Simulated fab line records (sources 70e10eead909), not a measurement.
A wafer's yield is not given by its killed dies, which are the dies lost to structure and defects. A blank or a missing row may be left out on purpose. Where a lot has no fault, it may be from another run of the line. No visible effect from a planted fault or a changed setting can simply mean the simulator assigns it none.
Chamber matching | flow nand harc | 3 sister chambers for NHARC_A_M0_PRE_CLEAN_31 on pecvd-02
The step time 12 s. 6 wafers are shown with their chamber, then 10 later ones without.

== WAFERS, EACH WITH ITS CHAMBER ==
wafer  | chamber | heater power w (W) | susceptor temp C (C)
L084.3 | 2       | 784                | 369.95
L084.6 | 0       | 632                | 369.72
L083.2 | 2       | 716                | 370.08
L083.5 | 1       | 791                | 369.88
L086.1 | 0       | 541                | 370.30
L086.3 | 1       | 826                | 369.59

== WAFERS WHOSE CHAMBER IS MISSING ==
wafer  | heater power w (W) | susceptor temp C (C)
L086.6 | 550                | 369.99
L090.3 | 812                | 370.23
L090.4 | 632                | 370.13
L090.5 | 847                | 370.01
L094.2 | 601                | 370.56
L094.3 | 852                | 369.96
L094.5 | 852                | 369.92
L097.2 | 854                | 370.06
L097.4 | 693                | 369.65
L097.6 | 878                | 369.97

== CHAMBER TAKEN BY EACH ==
wafer  | from the rows above          | in truth
L086.6 | 0                            | 0
L090.3 | can't be placed: 2 or 1      | 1
L090.4 | can't be placed: 0 or 2      | 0
L090.5 | can't be placed: 1 or 2      | 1
L094.2 | can't be placed: 0 or 2      | 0
L094.3 | can't be placed: 1 or 2      | 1
L094.5 | can't be placed: 1 or 2      | 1
L097.2 | can't be placed: 1 or 2      | 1
L097.4 | can't be placed: 2 or 1 or 0 | 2
L097.6 | can't be placed: 1 or 2      | 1
Correctly placed: 1 of 10. Cannot be placed on the basis of these rows: 9; the candidates contain the true chamber in 9. Placed wrongly: 0.
How it was worked out, from the rows above alone: a wafer's distance from a chamber is the root of the sum, over the readings, of the square of ((its reading less the chamber's mean) divided by the reading's scatter). The wafer belongs to the nearest chamber; if the next one is less than 2 further off, it can't be placed. The mean given for a chamber averages the wafers shown for that chamber. How the scatter is found: for the shown wafers, subtract from each reading the mean of its chamber, square and add these, divide the total by (wafers less chambers), then take the root.
